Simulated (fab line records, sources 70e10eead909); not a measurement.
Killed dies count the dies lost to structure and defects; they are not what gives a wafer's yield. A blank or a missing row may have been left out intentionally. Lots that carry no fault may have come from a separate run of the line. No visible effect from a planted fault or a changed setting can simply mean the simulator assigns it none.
Chamber matching	flow nand-harc	NHARC_A_M1_DEP_33 on pecvd-02: 3 sister chambers
The step deposits SiCN, target thk 30 nm. 16 wafers are shown with their chamber, then 8 later ones without.

## WAFERS, EACH WITH ITS CHAMBER
wafer	chamber	heater-power-w (W)
L077.1	1	611
L077.5	1	606
L077.6	0	891
L078.4	1	551
L078.5	0	839
L078.6	2	607
L080.1	1	561
L080.4	2	538
L080.6	0	796
L083.1	0	771
L083.5	1	535
L083.6	2	565
L084.2	1	617
L084.3	0	751
L084.5	2	538
L085.2	1	625

SIGNATURES, as means of the wafers listed above
reading	chamber 0	chamber 1	chamber 2	scatter within a chamber
heater-power-w	809.60	586.57	562.00	42.7
Rule: a wafer lies at a distance from a chamber equal to the root of the sum of squares, over the readings, of (its reading less the chamber's mean, divided by the reading's scatter). The wafer belongs to the nearest chamber; if the next one is less than 2 further off, it can't be placed. The scatter is the square root of a quotient: the sum, over the shown wafers, of each reading's squared deviation from its chamber's mean, divided by wafers minus chambers.

## WAFERS WITH NO CHAMBER GIVEN
wafer	heater-power-w (W)
L085.4	623
L085.5	631
L089.3	631
L089.5	624
L089.6	591
L092.1	832
L092.2	602
L092.4	649

## WHICH CHAMBER EACH ONE RAN IN
wafer	from the rows above	in truth
L085.4	can't be placed: 1 or 2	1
L085.5	can't be placed: 1 or 2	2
L089.3	can't be placed: 1 or 2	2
L089.5	can't be placed: 1 or 2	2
L089.6	can't be placed: 1 or 2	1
L092.1	0	0
L092.2	can't be placed: 1 or 2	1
L092.4	can't be placed: 1 or 2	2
Placed correctly: 1 of 8. Not placeable from these rows: 7 (in 7, the candidates include the true chamber). Wrongly placed: 0.
